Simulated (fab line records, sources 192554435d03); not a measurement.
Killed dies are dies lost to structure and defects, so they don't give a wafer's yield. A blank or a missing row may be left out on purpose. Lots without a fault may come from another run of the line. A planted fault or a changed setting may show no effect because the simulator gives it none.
Split-lot experiment | flow n5_finfet | 7 lots, 21 wafers read, on a route of 1938 steps

THE SPLIT
At N5_BEOL_M6_HM_DEP_02 (deposits TiN, target thk 20 nm), the setting target_thk_a was moved away from the recipe's 200 angstrom on 9 of the 21 wafers read, by -8.8% to +8.7%. The other wafers ran this setting at the recipe's value.

FROM THE SPLIT TO THE READING: what the file shows between them, 17 steps
- N5_BEOL_M6_EXPOSE_08: exposes mask M6 (also split here: dose_mj)
- N5_BEOL_M6_PEB_09: peb time 60 s
- N5_BEOL_M6_DEVELOP_10: develop time 30 s
- N5_BEOL_M6_CD_MEAS_11: target cd 38.5 nm
- N5_BEOL_M6_DESCUM_16: chemistry O2, time 7.9 s
- N5_BEOL_M6_ETCH_61: etches SiARC in CF4, target depth 45.5 nm, time 75.8 s
- N5_BEOL_M6_ETCH_62: etches SOC in N2/H2, target depth 110 nm, overetch 22 nm, time 165 s
- N5_BEOL_M6_STRIP_68: strips in N2/H2
- N5_BEOL_M6_STRIP_67: strips in CF4
- N5_BEOL_M6_HM_OPEN_17: chemistry Cl2/BCl3, target TiN, target depth 20 nm, overetch 6 nm
- N5_BEOL_M6_STRIP_19: strips in O2
- N5_BEOL_M6_CD_MEAS_18: pitch 80 nm, target cd 40 nm
- N5_BEOL_M6_ETCH_66: etches SOC in N2/H2, target depth 80 nm, overetch 16 nm, time 120 s (also split here: bias_w)
- N5_BEOL_M6_STRIP_69: strips in N2/H2
- N5_BEOL_M6_STRIP_73: strips in N2/H2
- N5_BEOL_M6_STRIP_76: strips in C4F6/O2
- N5_BEOL_M6_STRIP_36: strips in N2/H2

THE READING
TiN_of_BEOL_M6_HM_DEP_02.thk_nm (the simulator's own value, which no gauge read), in nm, at N5_BEOL_M6_TRENCH_ETCH_37 (etches SiCOH lowk in C4F6/O2, target depth 94.435 nm, time 31.5 s). The file gives no usual value for it. The 12 wafers here that ran the recipe average 17.2 nm, standard deviation 0.14 nm.

wafer  | tool, chamber at the split | target_thk_a as run, angstrom | against the recipe | TiN_of_BEOL_M6_HM_DEP_02.thk_nm, nm | against lot-mates on the recipe
L075.1 | pvd_sputter-03, -          | 182.5                         | -8.8%              | 15.8                                | -1.6
L075.2 | pvd_sputter-03, -          | 200                           | recipe             | 17.4                                | -
L075.6 | pvd_sputter-03, -          | 182.5                         | -8.8%              | 15.6                                | -1.8
L076.1 | pvd_sputter-02, -          | 212.3                         | +6.2%              | 18.4                                | +1.2
L076.3 | pvd_sputter-02, -          | 212.3                         | +6.2%              | 18.6                                | +1.4
L076.5 | pvd_sputter-02, -          | 200                           | recipe             | 17.2                                | -
L080.2 | pvd_sputter-01, -          | 200                           | recipe             | 17.4                                | -
L080.3 | pvd_sputter-01, -          | 200                           | recipe             | 17.4                                | -
L080.4 | pvd_sputter-01, -          | 200                           | recipe             | 17.2                                | -
L083.3 | pvd_sputter-03, -          | 183.1                         | -8.5%              | 15.6                                | -1.6
L083.5 | pvd_sputter-03, -          | 183.1                         | -8.5%              | 15.6                                | -1.6
L083.4 | pvd_sputter-03, -          | 200                           | recipe             | 17.2                                | -
L084.1 | pvd_sputter-03, -          | 200                           | recipe             | 17.4                                | -
L084.2 | pvd_sputter-03, -          | 200                           | recipe             | 17                                  | -
L084.5 | pvd_sputter-03, -          | 200                           | recipe             | 17.2                                | -
L092.3 | pvd_sputter-02, -          | 200                           | recipe             | 17.2                                | -
L092.4 | pvd_sputter-02, -          | 200                           | recipe             | 17.2                                | -
L092.5 | pvd_sputter-02, -          | 200                           | recipe             | 17                                  | -
L094.1 | pvd_sputter-01, -          | 217.3                         | +8.7%              | 19                                  | no lot-mate on the recipe
L094.5 | pvd_sputter-01, -          | 217.3                         | +8.7%              | 19                                  | no lot-mate on the recipe
L094.4 | pvd_sputter-01, -          | 217.3                         | +8.7%              | 18.8                                | no lot-mate on the recipe

THE FIT
A straight line over all 21 wafers: TiN_of_BEOL_M6_HM_DEP_02.thk_nm changes by +0.191 nm for each +1% of target_thk_a; r = +0.99; the points scatter about the line by 0.13 nm.
The same after taking each lot's own level away (the mean of its wafers on the recipe; 18 wafers): +0.197 nm for each +1%; r = +0.99; scatter 0.11 nm.
On that fit, the largest move of target_thk_a shifts the reading by 1.7 nm.
The lots' own levels span 17.13 to 17.40 nm, that is 1.9 times the standard deviation above.
So the lot-to-lot level changes the slope little: the two slopes agree.
Check: with one of the wafers moved furthest among these (-8.8%) left out of the fit, the line predicts -1.73 nm for it against its lot-mates. It came out at -1.6 nm against them.

OTHER SPLITS ON THESE WAFERS
These wafers also went through other splits before the reading. Each is held against what the fit with the lots' levels taken away leaves over:
other split on the same wafers | wafers away from the commonest value | r with TiN_of_BEOL_M6_HM_DEP_02.thk_nm (lot level and that fit taken away)
N5_BEOL_M6_EXPOSE_08 dose_mj   | 10                                   | +0.10
N5_BEOL_M6_ETCH_66 bias_w      | 4                                    | +0.04

THE WHOLE CHAIN: every reading that the file lists as answering this split, in the file's order
step                      | what it does                                                      | reading                                                                          | change (the file's fit)               | r (the file's)
N5_BEOL_M6_HM_DEP_02      | deposits TiN, target thk 20 nm                                    | TiN_of_BEOL_M6_HM_DEP_02.thk_nm (the simulator's own value, which no gauge read) | +0.207 nm for each +1% of the setting | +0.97
N5_BEOL_M6_HM_OPEN_17     | chemistry Cl2/BCl3, target TiN, target depth 20 nm, overetch 6 nm | etch.depth_nm (the simulator's own value, which no gauge read)                   | +0.199 nm for each +1% of the setting | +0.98
N5_BEOL_M6_TRENCH_ETCH_37 | etches SiCOH lowk in C4F6/O2, target depth 94.435 nm, time 31.5 s | TiN_of_BEOL_M6_HM_DEP_02.thk_nm (the simulator's own value, which no gauge read) | +0.196 nm for each +1% of the setting | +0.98

THE FILE'S OWN FIT
TiN_of_BEOL_M6_HM_DEP_02.thk_nm changes by +0.196 nm for each +1% of target_thk_a, r = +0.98.
